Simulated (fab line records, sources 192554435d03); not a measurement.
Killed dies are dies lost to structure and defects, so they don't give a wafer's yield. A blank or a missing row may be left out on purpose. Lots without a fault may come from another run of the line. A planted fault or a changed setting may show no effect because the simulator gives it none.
Which tool did it? | flow n5_finfet | 15 lots, 45 wafers sampled, at 7 steps of a route of 1938

WHAT THE GAUGES READ, wafer by wafer
N5_BEOL_M6_INSPECT_58: inspects for defects (darkfield). Usual: raw_defect_count 71, standard deviation 27.
lot  | measured     | on                | raw_defect_count | flag
L562 | day 9 15:19  | defect_inspect-01 | 57 68 70         |
L564 | day 9 20:25  | defect_inspect-01 | 78 84 79         |
L567 | day 10 17:39 | defect_inspect-01 | 84 115 150       |
L568 | day 10 22:01 | defect_inspect-01 | 60 25 74         |
L569 | day 11 03:31 | defect_inspect-01 | 65 42 53         |
L571 | day 11 17:06 | defect_inspect-01 | 53 42 41         |
L572 | day 12 04:10 | defect_inspect-01 | 100 54 48        |
L570 | day 12 04:17 | defect_inspect-01 | 70 65 75         |
L573 | day 12 16:29 | defect_inspect-02 | 90 49 48         |
L579 | day 13 09:18 | defect_inspect-01 | 65 41 101        |
L578 | day 13 15:48 | defect_inspect-01 | 38 33 59         |
L580 | day 14 07:56 | defect_inspect-01 | 61 75 102        |
L581 | day 14 11:01 | defect_inspect-02 | 44 62 55         |
L582 | day 14 15:52 | defect_inspect-01 | 80 86 23         |
L583 | day 15 01:44 | defect_inspect-02 | 67 51 82         |

N5_BEOL_M7_CD_MEAS_18: pitch 80 nm, target cd 40 nm. Usual: cd_nm 39.9 nm, standard deviation 0.46.
lot  | measured     | on        | cd_nm (nm)     | flag
L562 | day 9 18:34  | cd_sem-03 | 39.4 39.8 39.8 |
L564 | day 9 23:22  | cd_sem-02 | 39.9 40.1 39.4 |
L567 | day 10 20:31 | cd_sem-02 | 40.1 41.1 40.3 |
L568 | day 11 00:13 | cd_sem-03 | 40.0 39.7 40.1 |
L569 | day 11 06:31 | cd_sem-02 | - - -          | OFF
L571 | day 11 21:29 | cd_sem-02 | - - -          | OFF
L572 | day 12 06:07 | cd_sem-02 | - - -          | OFF
L570 | day 12 08:07 | cd_sem-01 | 39.4 39.1 39.2 |
L573 | day 12 19:58 | cd_sem-03 | 39.7 40.2 40.5 |
L579 | day 13 13:00 | cd_sem-02 | 40.9 40.2 40.3 |
L578 | day 13 20:07 | cd_sem-02 | 40.0 39.7 40.1 |
L580 | day 14 09:50 | cd_sem-02 | 39.5 39.7 40.2 |
L581 | day 14 15:23 | cd_sem-01 | 40.5 40.0 40.0 |
L582 | day 14 19:30 | cd_sem-03 | 39.9 40.0 40.3 |
L583 | day 15 05:10 | cd_sem-02 | 39.8 40.5 40.5 |

WHICH TOOL RAN EACH LOT (tool, then ch and the chambers of the sampled wafers, then the start)
lot  | N5_BEOL_M6_ALD_77                   | N5_BEOL_M7_CURE_74            | N5_BEOL_M7_ETCH_61                 | N5_BEOL_M7_ETCH_62                 | N5_BEOL_M7_HM_OPEN_17
L562 | ald_metal-01 ch 0,1,3, day 9 13:01  | uv_cure-03 ch 0, day 9 15:37  | rie_diel-01 ch 1,2, day 9 18:07    | rie_diel-01 ch 1,2, day 9 18:11    | rie_metal-03 ch 0,1, day 9 18:23
L564 | ald_metal-04 ch 1,2,3, day 9 18:01  | uv_cure-02 ch 0, day 9 20:32  | rie_diel-01 ch 0,1,3, day 9 22:56  | rie_diel-01 ch 0,1,3, day 9 23:00  | rie_metal-01 ch 0,1, day 9 23:11
L567 | ald_metal-03 ch 0,1,2, day 10 15:56 | uv_cure-03 ch 1, day 10 17:55 | rie_diel-02 ch 0,2,3, day 10 20:05 | rie_diel-02 ch 0,2,3, day 10 20:08 | rie_metal-03 ch 0,1, day 10 20:22
L568 | ald_metal-03 ch 0,1,2, day 10 20:03 | uv_cure-02 ch 0, day 10 22:07 | rie_diel-01 ch 0,1,2, day 10 23:47 | rie_diel-01 ch 0,1,2, day 10 23:51 | rie_metal-01 ch 0,1, day 11 00:02
L569 | ald_metal-04 ch 2,3, day 11 00:25   | uv_cure-02 ch 1, day 11 03:37 | rie_diel-01 ch 0,3, day 11 06:05   | rie_diel-01 ch 0,3, day 11 06:09   | rie_metal-02 ch 0,1, day 11 06:20
L571 | ald_metal-03 ch 1,2,3, day 11 15:32 | uv_cure-02 ch 1, day 11 17:22 | rie_diel-03 ch 1,2,3, day 11 20:51 | rie_diel-03 ch 1,2,3, day 11 20:54 | rie_metal-01 ch 0,1, day 11 21:07
L572 | ald_metal-03 ch 1,2,3, day 12 01:39 | uv_cure-03 ch 0, day 12 04:16 | rie_diel-02 ch 0,1, day 12 05:33   | rie_diel-02 ch 0,1, day 12 05:38   | rie_metal-01 ch 0,1, day 12 05:55
L570 | ald_metal-01 ch 0,1,3, day 12 01:52 | uv_cure-03 ch 0, day 12 04:45 | rie_diel-01 ch 0,2, day 12 07:41   | rie_diel-01 ch 0,2, day 12 07:44   | rie_metal-03 ch 0,1, day 12 07:55
L573 | ald_metal-01 ch 1,2,3, day 12 14:19 | uv_cure-03 ch 1, day 12 16:36 | rie_diel-03 ch 0,1,2, day 12 19:32 | rie_diel-03 ch 0,1,2, day 12 19:35 | rie_metal-02 ch 0,1, day 12 19:47
L579 | ald_metal-04 ch 1,2,3, day 13 07:34 | uv_cure-03 ch 2, day 13 09:24 | rie_diel-02 ch 1,2, day 13 12:35   | rie_diel-02 ch 1,2, day 13 12:38   | rie_metal-01 ch 0,1, day 13 12:49
L578 | ald_metal-04 ch 0,1,3, day 13 13:50 | uv_cure-01 ch 1, day 13 15:59 | rie_diel-03 ch 1,2, day 13 19:38   | rie_diel-03 ch 1,2, day 13 19:41   | rie_metal-01 ch 0,1, day 13 19:53
L580 | ald_metal-03 ch 1,2,3, day 14 05:50 | uv_cure-01 ch 0, day 14 08:02 | rie_diel-01 ch 0,1,2, day 14 09:25 | rie_diel-01 ch 0,1,2, day 14 09:28 | rie_metal-03 ch 0,1, day 14 09:40
L581 | ald_metal-01 ch 0,1, day 14 09:02   | uv_cure-03 ch 1, day 14 11:12 | rie_diel-02 ch 0,2,3, day 14 14:53 | rie_diel-02 ch 0,2,3, day 14 14:56 | rie_metal-02 ch 0,1, day 14 15:07
L582 | ald_metal-03 ch 1,2,3, day 14 14:21 | uv_cure-01 ch 0, day 14 15:58 | rie_diel-03 ch 1,2,3, day 14 19:05 | rie_diel-03 ch 1,2,3, day 14 19:08 | rie_metal-01 ch 0, day 14 19:19
L583 | ald_metal-01 ch 1,2,3, day 15 00:07 | uv_cure-01 ch 1, day 15 01:59 | rie_diel-01 ch 0,2, day 15 04:29   | rie_diel-01 ch 0,2, day 15 04:33   | rie_metal-03 ch 0,1, day 15 04:46
- N5_BEOL_M6_ALD_77: deposits TaN, target thk 2 nm, pulse time 2 s, purge time 3 s.
- N5_BEOL_M7_CURE_74: cures SiCOH lowk, time 240 s.
- N5_BEOL_M7_ETCH_61: etches SiARC in CF4, target depth 45.5 nm, time 75.8 s.
- N5_BEOL_M7_ETCH_62: etches SOC in N2/H2, target depth 110 nm, overetch 22 nm, time 165 s.
- N5_BEOL_M7_HM_OPEN_17: chemistry Cl2/BCl3, target TiN, target depth 20 nm, overetch 6 nm.

WHAT THE TOOLS THEMSELVES READ (means of the sampled wafers that have a number; where no wafer has one, the mark that the record gives instead)
N5_BEOL_M6_ALD_77. Usual: heater_power_w 409 W, standard deviation 41.
lot  | tool         | heater_power_w (W) | flag
L562 | ald_metal-01 | 390                |
L564 | ald_metal-04 | 415                |
L567 | ald_metal-03 | 394                |
L568 | ald_metal-03 | 391                |
L569 | ald_metal-04 | 414                |
L571 | ald_metal-03 | 414                |
L572 | ald_metal-03 | 421                |
L570 | ald_metal-01 | 389                |
L573 | ald_metal-01 | 409                |
L579 | ald_metal-04 | 415                |
L578 | ald_metal-04 | 396                |
L580 | ald_metal-03 | 415                |
L581 | ald_metal-01 | 403                |
L582 | ald_metal-03 | 409                |
L583 | ald_metal-01 | 411                |

N5_BEOL_M7_CURE_74. Usual: lamp_power_pct 52.31 %, standard deviation 0.056; wafer_temp_C_max 386.7, standard deviation 0.5.
lot  | tool       | lamp_power_pct (%) | wafer_temp_C_max | flag
L562 | uv_cure-03 | 52.27              | 387.3            |
L564 | uv_cure-02 | 52.31              | 386.9            |
L567 | uv_cure-03 | 52.37              | 386.5            |
L568 | uv_cure-02 | 52.30              | 387.1            |
L569 | uv_cure-02 | 52.35              | 386.5            |
L571 | uv_cure-02 | 52.28              | 386.6            |
L572 | uv_cure-03 | 52.35              | 387.3            |
L570 | uv_cure-03 | 52.33              | 387.3            |
L573 | uv_cure-03 | 52.34              | 387.1            |
L579 | uv_cure-03 | 52.27              | 386.7            |
L578 | uv_cure-01 | 52.31              | 386.1            |
L580 | uv_cure-01 | 52.29              | 386.3            |
L581 | uv_cure-03 | 52.30              | 386.9            |
L582 | uv_cure-01 | 52.34              | 386.1            |
L583 | uv_cure-01 | 52.23              | 386.4            |

N5_BEOL_M7_ETCH_61. Usual: bias_w 35.99 W, standard deviation 0.11; cf4_flow_sccm 100.02 sccm, standard deviation 0.29; chamber_pressure_mTorr 40.00 mTorr, standard deviation 0.036; drypump_motor_current_A 5.7 A, standard deviation 0.51; etch_rf_on_time_s 75.3 s, standard deviation 1.2; oes_product_au 0.70 a.u., standard deviation 0.058; rf_vpp_V 184.2 V, standard deviation 1.2; showerhead_plenum_p_Torr 2.16 Torr, standard deviation 0.064; throttle_valve_pct 15.51 %, standard deviation 0.19.
lot  | tool        | bias_w (W) | cf4_flow_sccm (sccm) | chamber_pressure_mTorr (mTorr) | drypump_motor_current_A (A) | etch_rf_on_time_s (s) | oes_product_au (a.u.) | rf_vpp_V (V) | showerhead_plenum_p_Torr (Torr) | throttle_valve_pct (%) | flag
L562 | rie_diel-01 | 36.03      | 99.83                | 40.02                          | 5.4                         | 73.9                  | 0.68                  | 182.9        | 2.13                            | 15.49                  |
L564 | rie_diel-01 | 35.95      | 100.02               | 39.98                          | 5.7                         | 75.6                  | 0.71                  | 184.9        | 2.20                            | 15.58                  |
L567 | rie_diel-02 | 35.96      | 100.32               | 39.97                          | 5.4                         | 75.7                  | 0.63                  | 183.9        | 2.16                            | 15.60                  |
L568 | rie_diel-01 | 35.96      | 99.89                | 40.00                          | 5.5                         | 74.3                  | 0.69                  | 183.5        | 2.16                            | 15.55                  |
L569 | rie_diel-01 | -          | -                    | -                              | -                           | -                     | -                     | -            | -                               | -                      | OFF
L571 | rie_diel-03 | -          | -                    | -                              | -                           | -                     | -                     | -            | -                               | -                      | OFF
L572 | rie_diel-02 | -          | -                    | -                              | -                           | -                     | -                     | -            | -                               | -                      | OFF
L570 | rie_diel-01 | 35.98      | 99.93                | 40.01                          | 5.5                         | 74.0                  | 0.70                  | 184.6        | 2.20                            | 15.59                  |
L573 | rie_diel-03 | 36.12      | 100.10               | 40.01                          | 6.2                         | 76.7                  | 0.69                  | 184.3        | 2.18                            | 15.44                  |
L579 | rie_diel-02 | 36.05      | 99.89                | 39.97                          | 5.3                         | 75.3                  | 0.70                  | 183.3        | 2.08                            | 15.66                  |
L578 | rie_diel-03 | 35.96      | 99.82                | 39.98                          | 6.5                         | 76.5                  | 0.63                  | 184.7        | 2.21                            | 15.68                  |
L580 | rie_diel-01 | 36.08      | 100.55               | 39.96                          | 5.4                         | 74.0                  | 0.67                  | 184.0        | 2.15                            | 15.59                  |
L581 | rie_diel-02 | 35.96      | 99.98                | 39.98                          | 5.3                         | 75.8                  | 0.68                  | 184.4        | 2.15                            | 15.49                  |
L582 | rie_diel-03 | 36.10      | 100.34               | 39.99                          | 6.2                         | 75.2                  | 0.67                  | 185.3        | 2.20                            | 15.60                  |
L583 | rie_diel-01 | 35.89      | 100.20               | 40.02                          | 5.2                         | 74.6                  | 0.67                  | 184.4        | 2.12                            | 15.53                  |

N5_BEOL_M7_ETCH_62. Usual: bias_w 150.0 W, standard deviation 0.41; chamber_pressure_mTorr 30.000 mTorr, standard deviation 0.029; drypump_motor_current_A 5.7 A, standard deviation 0.51; oes_product_au 0.69 a.u., standard deviation 0.056; rf_vpp_V 524.7 V, standard deviation 2.3; showerhead_plenum_p_Torr 2.57 Torr, standard deviation 0.082; throttle_valve_pct 17.70 %, standard deviation 0.17.
lot  | tool        | bias_w (W) | chamber_pressure_mTorr (mTorr) | drypump_motor_current_A (A) | oes_product_au (a.u.) | rf_vpp_V (V) | showerhead_plenum_p_Torr (Torr) | throttle_valve_pct (%) | flag
L562 | rie_diel-01 | 150.2      | 29.991                         | 5.4                         | 0.67                  | 523.1        | 2.52                            | 17.67                  |
L564 | rie_diel-01 | 150.0      | 29.987                         | 5.7                         | 0.70                  | 525.9        | 2.60                            | 17.75                  |
L567 | rie_diel-02 | 149.9      | 30.009                         | 5.4                         | 0.63                  | 524.4        | 2.57                            | 17.79                  |
L568 | rie_diel-01 | 150.2      | 30.010                         | 5.5                         | 0.68                  | 525.2        | 2.56                            | 17.69                  |
L569 | rie_diel-01 | 150.0      | 30.002                         | 5.7                         | 0.31                  | 526.7        | 2.65                            | 17.72                  | OFF
L571 | rie_diel-03 | 150.1      | 30.004                         | 6.2                         | 0.30                  | 527.2        | 2.63                            | 17.73                  | OFF
L572 | rie_diel-02 | 149.6      | 30.003                         | 6.0                         | 0.30                  | 525.0        | 2.60                            | 17.64                  | OFF
L570 | rie_diel-01 | 150.6      | 30.021                         | 5.5                         | 0.68                  | 526.1        | 2.60                            | 17.73                  |
L573 | rie_diel-03 | 150.4      | 30.018                         | 6.2                         | 0.68                  | 526.2        | 2.60                            | 17.65                  |
L579 | rie_diel-02 | 149.6      | 30.015                         | 5.3                         | 0.69                  | 521.7        | 2.46                            | 17.84                  |
L578 | rie_diel-03 | 150.0      | 29.989                         | 6.5                         | 0.63                  | 526.9        | 2.64                            | 17.87                  |
L580 | rie_diel-01 | 150.3      | 29.991                         | 5.5                         | 0.66                  | 524.1        | 2.55                            | 17.74                  |
L581 | rie_diel-02 | 149.9      | 29.983                         | 5.4                         | 0.68                  | 524.0        | 2.56                            | 17.70                  |
L582 | rie_diel-03 | 149.9      | 30.038                         | 6.2                         | 0.66                  | 526.4        | 2.62                            | 17.81                  |
L583 | rie_diel-01 | 150.4      | 29.991                         | 5.2                         | 0.66                  | 523.6        | 2.52                            | 17.64                  |

N5_BEOL_M7_HM_OPEN_17. Usual: chamber_pressure_mTorr 9.999 mTorr, standard deviation 0.0086; drypump_motor_current_A 5.8 A, standard deviation 0.45; oes_product_au 0.61 a.u., standard deviation 0.058; throttle_valve_pct 22.34 %, standard deviation 0.19.
lot  | tool         | chamber_pressure_mTorr (mTorr) | drypump_motor_current_A (A) | oes_product_au (a.u.) | throttle_valve_pct (%) | flag
L562 | rie_metal-03 | 10.000                         | 6.1                         | 0.73                  | 22.36                  |
L564 | rie_metal-01 | 10.006                         | 5.3                         | 0.61                  | 22.16                  |
L567 | rie_metal-03 | 10.000                         | 6.1                         | 0.69                  | 22.43                  |
L568 | rie_metal-01 | 9.996                          | 5.3                         | 0.60                  | 22.17                  |
L569 | rie_metal-02 | 9.998                          | 6.2                         | 0.24                  | 23.23                  | OFF
L571 | rie_metal-01 | 9.986                          | 5.7                         | 0.26                  | 22.84                  | OFF
L572 | rie_metal-01 | 9.994                          | 5.6                         | 0.26                  | 22.84                  | OFF
L570 | rie_metal-03 | 9.998                          | 6.1                         | 0.68                  | 22.42                  |
L573 | rie_metal-02 | 10.002                         | 6.2                         | 0.55                  | 22.59                  |
L579 | rie_metal-01 | 9.997                          | 5.3                         | 0.59                  | 22.20                  |
L578 | rie_metal-01 | 9.991                          | 5.3                         | 0.59                  | 22.19                  |
L580 | rie_metal-03 | 10.002                         | 6.1                         | 0.67                  | 22.44                  |
L581 | rie_metal-02 | 10.005                         | 6.1                         | 0.55                  | 22.45                  |
L582 | rie_metal-01 | 10.005                         | 5.0                         | 0.59                  | 22.19                  |
L583 | rie_metal-03 | 10.001                         | 6.0                         | 0.69                  | 22.38                  |

THE ANSWER, worked out from the rows above alone
Rule: a lot is off if the mean of its wafers that have a number lies more than 3 standard deviations from the usual mean. A lot without any number at a reading at which 4 lots or more have one is off too. The other lots that the step has rows for count as sound. The gauges are gone through in route order, then the tools' own readings, and for those a lot's mean is taken as printed above. The first step at which some lot is off is used, and at that step the reading that is off furthest; a lot without a number counts as furthest.
Off: L569, L571, L572, at N5_BEOL_M7_CD_MEAS_18 (cd_nm). Without a number there: L569, L571, L572.
A tool fits if, at a process step before that reading, it ran every lot that is off, and no sound lot after the first of them. The gauges at N5_BEOL_M7_CD_MEAS_18 aren't tried: what is off there is off at N5_BEOL_M7_ETCH_61 too, on other tools, and a gauge's error can't cause that. None of those tried fits.

WHAT THE SIMULATOR HAD PUT IN
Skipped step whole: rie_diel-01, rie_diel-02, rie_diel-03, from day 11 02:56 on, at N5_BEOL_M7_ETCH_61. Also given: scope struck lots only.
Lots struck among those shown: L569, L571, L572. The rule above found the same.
